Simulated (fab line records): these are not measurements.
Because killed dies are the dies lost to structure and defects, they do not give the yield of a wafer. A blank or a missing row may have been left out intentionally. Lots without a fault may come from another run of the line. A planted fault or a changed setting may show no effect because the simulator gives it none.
Matching of chambers	flow nand harc	NHARC_P_CONTACT_CMP_24 on cmp-04 has 4 sister chambers
The step polishes, t overpolish 30 s, target thk 200 nm. 18 wafers are shown with their chamber, then 9 later ones without.

WAFERS, EACH WITH ITS CHAMBER
wafer	chamber	motor current A (A)	time to endpoint s (s)	overpolish run s (s)
L076.1	0	11.3	46	29.996
L076.2	3	12.0	47	30.008
L076.4	1	11.3	47	29.993
L075.1	0	10.8	42	29.996
L075.4	3	12.3	42	30.021
L075.6	0	11.1	41	29.999
L078.1	3	13.0	44	29.996
L078.3	0	11.1	46	30.005
L078.5	1	11.8	44	30.016
L085.1	2	11.5	37	29.974
L085.4	1	12.1	41	30.003
L085.6	2	11.5	38	30.003
L087.1	0	10.8	46	30.002
L087.3	3	13.0	43	29.988
L087.5	3	13.1	44	30.003
L090.2	3	13.3	47	29.995
L090.4	1	11.7	42	29.994
L090.5	2	11.7	45	29.987

SIGNATURES (means of the wafers above)
reading	chamber 0	chamber 1	chamber 2	chamber 3	scatter within a chamber
motor current A	11.020	11.725	11.567	12.783	0.364
time to endpoint s	44.20	43.50	40.00	44.50	2.74
overpolish run s	29.99960	30.00150	29.98800	30.00183	0.0104
Rule: distance of a wafer from a chamber = root of the sum over the readings of ((wafer's reading minus chamber's mean) / reading's scatter) squared. The wafer belongs to the nearest chamber; if the next one is less than 2 further off, it can't be placed. The scatter: take each reading less its chamber's mean, square it, sum over the shown wafers, divide by the number of wafers less the number of chambers, and take the root.

WAFERS WITH NO CHAMBER GIVEN
wafer	motor current A (A)	time to endpoint s (s)	overpolish run s (s)
L095.1	12.1	44	29.987
L095.2	12.3	38	29.987
L095.5	10.6	41	29.997
L096.1	12.5	45	30.009
L096.2	11.1	45	29.996
L096.3	11.7	43	29.987
L097.3	12.1	41	30.005
L097.5	11.4	43	30.006
L097.6	10.8	44	30.011

WHICH CHAMBER EACH WENT THROUGH
wafer	from the rows above	in truth
L095.1	can't be placed: 1 or 2 or 3 or 0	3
L095.2	can't be placed: 2 or 1 or 3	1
L095.5	can't be placed: 0 or 2 or 1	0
L096.1	can't be placed: 3 or 1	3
L096.2	can't be placed: 0 or 1 or 2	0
L096.3	can't be placed: 2 or 1 or 0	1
L097.3	can't be placed: 1 or 2 or 3 or 0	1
L097.5	can't be placed: 1 or 0 or 2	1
L097.6	can't be placed: 0 or 1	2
Correctly placed: 0 of 9. Can't be placed from these rows: 9 (the true chamber is among the candidates in 8). Placed wrongly: 0.
